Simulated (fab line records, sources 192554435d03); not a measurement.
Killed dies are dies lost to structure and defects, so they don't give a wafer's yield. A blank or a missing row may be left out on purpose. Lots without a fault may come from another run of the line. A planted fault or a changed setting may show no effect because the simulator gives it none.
Split-lot experiment | flow n5_finfet | 7 lots, 21 wafers read, on a route of 1938 steps

THE SPLIT
At N5_BEOL_M10_EXPOSE_25 (exposes mask V9), the setting dose_mj was moved away from the recipe's 85.5 on 8 of the 21 wafers read, by -7.5% to +6.3%. The other wafers ran this setting at the recipe's value.

FROM THE SPLIT TO THE READING: what the file shows between them, 2 steps
- N5_BEOL_M10_PEB_26: peb time 60 s
- N5_BEOL_M10_DEVELOP_27: develop time 30 s

THE READING
cd_nm, in nm, at N5_BEOL_M10_CD_MEAS_28 (target cd 70 nm). Fault-free wafers of this fab line usually give 70.2 nm, standard deviation 1 nm.

wafer  | tool, chamber at the split | dose_mj as run | against the recipe | cd_nm, nm | against lot-mates on the recipe
L076.1 | arfi_scanner-02, 0         | 85.5           | recipe             | 69.4      | -
L076.3 | arfi_scanner-02, 0         | 85.5           | recipe             | 69.9      | -
L076.5 | arfi_scanner-02, 0         | 85.5           | recipe             | 69.7      | -
L081.3 | arfi_scanner-03, 0         | 79.75          | -6.7%              | 64.8      | no lot-mate on the recipe
L081.4 | arfi_scanner-03, 0         | 79.75          | -6.7%              | 65.8      | no lot-mate on the recipe
L081.6 | arfi_scanner-03, 0         | 79.75          | -6.7%              | 65.7      | no lot-mate on the recipe
L080.1 | arfi_scanner-02, 0         | 85.5           | recipe             | 70.1      | -
L080.3 | arfi_scanner-02, 0         | 81.3           | -4.9%              | 67.2      | -3.3
L080.6 | arfi_scanner-02, 0         | 85.5           | recipe             | 71.0      | -
L083.2 | arfi_scanner-01, 0         | 80.7           | -5.6%              | 64.5      | -6.5
L083.4 | arfi_scanner-01, 0         | 85.5           | recipe             | 71.0      | -
L083.5 | arfi_scanner-01, 0         | 80.7           | -5.6%              | 66.2      | -4.8
L095.1 | arfi_scanner-02, 0         | 85.5           | recipe             | 70.1      | -
L095.3 | arfi_scanner-02, 0         | 85.5           | recipe             | 71.6      | -
L095.4 | arfi_scanner-02, 0         | 85.5           | recipe             | 71.8      | -
L096.2 | arfi_scanner-03, 0         | 85.5           | recipe             | 71.2      | -
L096.4 | arfi_scanner-03, 0         | 85.5           | recipe             | 70.2      | -
L096.6 | arfi_scanner-03, 0         | 79.1           | -7.5%              | 65.2      | -5.5
L097.1 | arfi_scanner-02, 0         | 85.5           | recipe             | 69.0      | -
L097.3 | arfi_scanner-02, 0         | 90.85          | +6.3%              | 74.7      | +5.3
L097.6 | arfi_scanner-02, 0         | 85.5           | recipe             | 69.8      | -

THE FIT
A straight line over all 21 wafers: cd_nm changes by +0.74 nm for each +1% of dose_mj; r = +0.96; the points scatter about the line by 0.83 nm.
The same after taking each lot's own level away (the mean of its wafers on the recipe; 18 wafers): +0.845 nm for each +1%; r = +0.97; scatter 0.68 nm.
On that fit, the largest move of dose_mj shifts the reading by 6.3 nm.
The lots' own levels span 69.40 to 71.17 nm, that is 1.8 times the standard deviation above.
So the lot-to-lot level changes the slope: the two fits differ.
Check: with one of the wafers moved furthest among these (-7.5%) left out of the fit, the line predicts -6.71 nm for it against its lot-mates. It came out at -5.5 nm against them.

OTHER SPLITS ON THESE WAFERS
These wafers also went through other splits before the reading. Each is held against what the fit with the lots' levels taken away leaves over:
other split on the same wafers | wafers away from the commonest value | r with cd_nm (lot level and that fit taken away)
N5_BEOL_M8_PECVD_70 time_s     | 5                                    | -0.24
N5_BEOL_M9_ILD_DEP_00 time_s   | 8                                    | +0.31
N5_BEOL_M9_ETCH_62 time_s      | 10                                   | +0.10

THE FILE'S OWN FIT
cd_nm changes by +0.809 nm for each +1% of dose_mj, r = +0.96.
